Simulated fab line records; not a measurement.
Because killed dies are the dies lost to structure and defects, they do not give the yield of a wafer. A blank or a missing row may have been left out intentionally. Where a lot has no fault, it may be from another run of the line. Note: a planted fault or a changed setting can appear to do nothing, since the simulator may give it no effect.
What tool caused it? ; flow nand_harc ; Sampling: 24 lots, 72 wafers, 4 of 1302 route steps

## WHAT THE GAUGES READ, wafer by wafer
NHARC_P_GATE_CD_MEAS_59: target cd 720 nm.
lot;measured;on;cd_nm (nm)
L074;day 5 20:39;cd_sem-02;723.4 718.5 718.5
L075;day 5 20:49;cd_sem-03;720.0 719.1 718.1
L076;day 6 09:37;cd_sem-03;722.4 718.0 720.7
L077;day 7 00:26;cd_sem-03;715.7 718.9 716.5
L078;day 7 07:28;cd_sem-01;716.5 719.0 718.2
L079;day 7 14:00;cd_sem-02;721.3 717.4 720.2
L080;day 8 06:43;cd_sem-01;721.9 724.5 717.7
L081;day 8 23:09;cd_sem-03;721.5 721.4 719.6
L082;day 9 03:37;cd_sem-03;722.6 720.2 720.0
L083;day 9 13:01;cd_sem-01;716.5 718.4 718.1
L084;day 10 06:20;cd_sem-03;717.8 720.8 720.6
L085;day 10 09:08;cd_sem-02;718.7 717.9 724.9
L087;day 10 20:07;cd_sem-01;719.1 719.4 718.8
L086;day 10 20:43;cd_sem-02;722.3 719.6 722.1
L089;day 11 12:52;cd_sem-02;718.8 720.6 724.3
L088;day 11 13:49;cd_sem-02;719.0 721.0 723.7
L090;day 12 10:58;cd_sem-01;720.4 719.4 725.5
L091;day 12 12:19;cd_sem-03;718.8 723.0 719.9
L092;day 13 04:54;cd_sem-02;722.3 723.9 721.2
L093;day 13 09:40;cd_sem-03;721.9 716.8 717.2
L094;day 13 21:35;cd_sem-03;724.4 719.5 722.0
L095;day 14 14:31;cd_sem-03;721.2 724.3 718.6
L096;day 15 00:17;cd_sem-03;721.2 723.9 721.3
L097;day 15 00:59;cd_sem-03;722.7 720.3 722.7

## TOOL THAT RAN EACH LOT (tool first, then ch and the chambers of the sampled wafers, then the start)
lot;NHARC_P_GATE_DEP_103;NHARC_P_GATE_ETCH_32;NHARC_P_GATE_STRIP_101
L074;pecvd-01 ch 0,1,2, day 5 06:22;rie_si-04 ch 0,1,2, day 5 07:36;rie_diel-10 ch 1,2, day 5 17:58
L075;pecvd-03 ch 0,1, day 5 06:29;rie_si-06 ch 0,3, day 5 07:42;rie_diel-06 ch 0,1,3, day 5 18:02
L076;pecvd-04 ch 0,1,2, day 5 19:10;rie_si-02 ch 0,3, day 5 20:25;rie_diel-10 ch 0,3, day 6 06:56
L077;pecvd-03 ch 0,1, day 6 10:18;rie_si-04 ch 0,3, day 6 11:35;rie_diel-09 ch 0,3, day 6 21:54
L078;pecvd-03 ch 1,2, day 6 16:58;rie_si-04 ch 0,1,2, day 6 18:18;rie_diel-10 ch 0,2, day 7 04:45
L079;pecvd-04 ch 0,1,2, day 6 21:35;rie_si-02 ch 0,1,3, day 6 22:49;rie_diel-06 ch 1,3, day 7 11:10
L080;pecvd-03 ch 0,1,2, day 7 16:31;rie_si-04 ch 1,2, day 7 17:46;rie_diel-09 ch 0,1,2, day 8 04:08
L081;pecvd-04 ch 1,2, day 8 08:55;rie_si-02 ch 0,2,3, day 8 10:11;rie_diel-09 ch 1,2,3, day 8 20:34
L082;pecvd-04 ch 0,1, day 8 13:11;rie_si-04 ch 0,1,2, day 8 14:32;rie_diel-09 ch 0,1, day 9 00:56
L083;pecvd-01 ch 0,1, day 8 22:41;rie_si-02 ch 1,2,3, day 8 23:53;rie_diel-06 ch 0,1,3, day 9 10:20
L084;pecvd-03 ch 1,2, day 9 15:59;rie_si-04 ch 2,3, day 9 17:16;rie_diel-06 ch 2,3, day 10 03:40
L085;pecvd-04 ch 0,1, day 9 16:36;rie_si-02 ch 0,1,3, day 9 17:54;rie_diel-09 ch 0,1,2, day 10 06:34
L087;pecvd-04 ch 0,2, day 10 05:46;rie_si-04 ch 0,1,3, day 10 07:08;rie_diel-06 ch 1,2,3, day 10 17:27
L086;pecvd-01 ch 0,2, day 10 06:26;rie_si-06 ch 0,2,3, day 10 07:37;rie_diel-10 ch 0,3, day 10 18:02
L089;pecvd-01 ch 0,1,2, day 10 22:37;rie_si-04 ch 0,1, day 10 23:50;rie_diel-06 ch 0,1,2, day 11 10:19
L088;pecvd-01 ch 0,1,2, day 10 23:16;rie_si-06 ch 0,1,2, day 11 00:37;rie_diel-09 ch 0,2,3, day 11 11:04
L090;pecvd-01 ch 1, day 11 20:29;rie_si-06 ch 0,1, day 11 21:52;rie_diel-10 ch 0,1,2, day 12 08:18
L091;pecvd-04 ch 0,1, day 11 21:50;rie_si-04 ch 1,2, day 11 23:14;rie_diel-06 ch 0,2,3, day 12 09:40
L092;pecvd-01 ch 1,2, day 12 14:34;rie_si-06 ch 1,2,3, day 12 15:53;rie_diel-06 ch 0,1,2, day 13 02:14
L093;pecvd-01 ch 1,2, day 12 19:11;rie_si-04 ch 0,2,3, day 12 20:27;rie_diel-06 ch 1,2,3, day 13 06:56
L094;pecvd-03 ch 0,1, day 13 07:27;rie_si-02 ch 0,1, day 13 08:47;rie_diel-06 ch 1,2,3, day 13 19:08
L095;pecvd-03 ch 0,1,2, day 13 23:55;rie_si-06 ch 0,2, day 14 01:16;rie_diel-06 ch 0,2,3, day 14 11:49
L096;pecvd-04 ch 1,2, day 14 09:58;rie_si-02 ch 0,1,3, day 14 11:19;rie_diel-06 ch 1,3, day 14 21:44
L097;pecvd-04 ch 0,1, day 14 10:37;rie_si-06 ch 0,2,3, day 14 11:58;rie_diel-09 ch 0,2,3, day 14 22:21
- NHARC_P_GATE_DEP_103: deposits SiON, target thk 30 nm.
- NHARC_P_GATE_ETCH_32: etches the open film in HBr/Cl2, target depth 150 nm, time 100.1 s.
- NHARC_P_GATE_STRIP_101: strips in O2, time 20 s.

## AS READ BY THE TOOLS THEMSELVES (means over the sampled wafers that have a number; for cases with no such wafer, the mark the record gives instead)
NHARC_P_GATE_DEP_103.
lot;tool;heater_power_w (W)
L074;pecvd-01;774
L075;pecvd-03;838
L076;pecvd-04;762
L077;pecvd-03;845
L078;pecvd-03;778
L079;pecvd-04;729
L080;pecvd-03;809
L081;pecvd-04;779
L082;pecvd-04;687
L083;pecvd-01;684
L084;pecvd-03;679
L085;pecvd-04;632
L087;pecvd-04;778
L086;pecvd-01;794
L089;pecvd-01;780
L088;pecvd-01;791
L090;pecvd-01;707
L091;pecvd-04;711
L092;pecvd-01;690
L093;pecvd-01;861
L094;pecvd-03;779
L095;pecvd-03;765
L096;pecvd-04;645
L097;pecvd-04;672

NHARC_P_GATE_ETCH_32.
lot;tool;drypump_motor_current_A (A);he_backside_leak_sccm (sccm);oes_product_au (a.u.);throttle_valve_pct (%)
L074;rie_si-04;5.3;2.44;1.022;26.396
L075;rie_si-06;5.3;2.77;1.025;26.396
L076;rie_si-02;5.7;2.67;0.994;26.408
L077;rie_si-04;5.1;2.44;1.007;26.406
L078;rie_si-04;5.3;2.41;1.008;26.404
L079;rie_si-02;5.5;2.52;0.996;26.410
L080;rie_si-04;5.4;2.50;1.001;26.411
L081;rie_si-02;5.5;2.48;0.995;26.397
L082;rie_si-04;5.3;2.50;1.000;26.410
L083;rie_si-02;5.3;2.38;0.993;26.406
L084;rie_si-04;5.7;2.52;0.995;26.398
L085;rie_si-02;5.5;2.47;0.983;26.412
L087;rie_si-04;5.2;2.37;1.003;26.403
L086;rie_si-06;5.4;2.54;1.017;26.403
L089;rie_si-04;5.0;2.39;0.997;26.411
L088;rie_si-06;5.0;2.59;1.019;26.403
L090;rie_si-06;4.9;2.66;1.017;26.405
L091;rie_si-04;5.7;2.68;1.002;26.410
L092;rie_si-06;5.5;2.50;1.013;26.403
L093;rie_si-04;5.5;2.42;0.998;26.407
L094;rie_si-02;5.2;2.65;0.994;26.412
L095;rie_si-06;5.0;2.53;0.999;26.400
L096;rie_si-02;5.5;2.49;0.998;26.404
L097;rie_si-06;5.4;2.71;1.011;26.407

NHARC_P_GATE_STRIP_101.
lot;tool;drypump_motor_current_A (A);oes_product_au (a.u.);rf_vpp_V (V);showerhead_plenum_p_Torr (Torr);throttle_valve_pct (%)
L074;rie_diel-10;6.2;0.978;57.5;3.46;17.040
L075;rie_diel-06;6.1;1.005;58.2;3.64;17.029
L076;rie_diel-10;6.3;0.988;57.6;3.65;17.035
L077;rie_diel-09;5.5;1.005;58.4;3.50;17.039
L078;rie_diel-10;6.6;0.984;58.3;3.55;17.031
L079;rie_diel-06;6.3;1.011;57.5;3.65;17.041
L080;rie_diel-09;5.5;1.019;58.0;3.50;17.046
L081;rie_diel-09;5.6;1.011;57.7;3.58;17.040
L082;rie_diel-09;5.4;1.027;57.3;3.52;17.033
L083;rie_diel-06;6.1;1.002;58.3;3.64;17.042
L084;rie_diel-06;5.9;1.001;56.9;3.49;17.033
L085;rie_diel-09;5.6;1.007;57.7;3.50;17.034
L087;rie_diel-06;6.2;1.003;57.9;3.56;17.035
L086;rie_diel-10;6.2;0.985;57.8;3.59;17.043
L089;rie_diel-06;6.0;0.997;58.2;3.55;17.037
L088;rie_diel-09;5.6;1.000;58.1;3.52;17.031
L090;rie_diel-10;6.3;1.006;58.2;3.54;17.042
L091;rie_diel-06;5.8;1.006;57.4;3.57;17.023
L092;rie_diel-06;6.0;1.010;58.0;3.55;17.043
L093;rie_diel-06;6.2;0.998;56.4;3.55;17.039
L094;rie_diel-06;6.2;1.002;58.0;3.55;17.046
L095;rie_diel-06;5.8;1.010;57.2;3.57;17.026
L096;rie_diel-06;6.2;1.017;58.2;3.64;17.040
L097;rie_diel-09;5.6;1.011;58.6;3.52;17.038

## THE ANSWER, worked out from the rows above alone
Rule: usual is defined by the lots themselves. Put in order of their means at a reading, lots are off if they are a third of the lots or fewer, leave a main group of 4 or more, and stand apart from it by a gap of 3 or more times the standard deviation of the main group's means; of several such gaps the widest counts. The tables above print the reading to a certain number of digits; a main group whose means all agree to those digits is not used. A lot without any number at a reading at which 4 lots or more have one is off too. All remaining lots with rows at the step are treated as sound. First the gauges in route order, then the tools' own readings, where a lot's mean is used as printed above. At the first step where some lot is off, the reading lying furthest off is the one used; lots without a number count as furthest.
None of the lots is off at any reading shown; this tells nothing.

## WHAT HAD BEEN PUT IN BY THE SIMULATOR
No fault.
